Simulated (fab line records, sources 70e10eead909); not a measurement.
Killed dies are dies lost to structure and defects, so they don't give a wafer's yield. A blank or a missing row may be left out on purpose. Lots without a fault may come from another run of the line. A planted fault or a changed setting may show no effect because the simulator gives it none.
Chamber matching | flow nand_harc | NHARC_HYBRID_BOND_ACTIVATE_00 on rie_diel-13: 4 sister chambers
The step chemistry N2, time 60 s. 4 wafers are shown with their chamber, then 10 later ones without.

WAFERS WITH THEIR CHAMBER
wafer  | chamber | drypump_motor_current_A (A)
L155.5 | 2       | 6.4
L158.1 | 1       | 6.2
L166.1 | 0       | 6.0
L166.3 | 3       | 5.9

WAFERS WITHOUT THEIR CHAMBER
wafer  | drypump_motor_current_A (A)
L166.6 | 6.0
L169.1 | 6.0
L169.3 | 6.2
L169.6 | 6.0
L171.1 | 6.0
L171.2 | 6.4
L171.5 | 6.0
L172.1 | 6.5
L172.2 | 5.9
L172.5 | 5.9

WHICH CHAMBER EACH WENT THROUGH
wafer  | from the rows above | in truth
L166.6 | 0                   | 0
L169.1 | 0                   | 0
L169.3 | 1                   | 1
L169.6 | 0                   | 0
L171.1 | 0                   | 0
L171.2 | 2                   | 2
L171.5 | 0                   | 0
L172.1 | 2                   | 2
L172.2 | 3                   | 3
L172.5 | 3                   | 3
Placed correctly: 10 of 10. Can't be placed from these rows: 0. Placed wrongly: 0.
How it was worked out, from the rows above alone: a wafer's distance from a chamber is the root of the sum, over the readings, of the square of ((its reading less the chamber's mean) divided by the reading's scatter). The wafer belongs to the nearest chamber; if the next one is less than 2 further off, it can't be placed. A chamber's mean is the mean of its shown wafers. The scatter: with one shown wafer a chamber, the root of the mean of the squares of how far each hidden wafer lies from its nearest shown one.
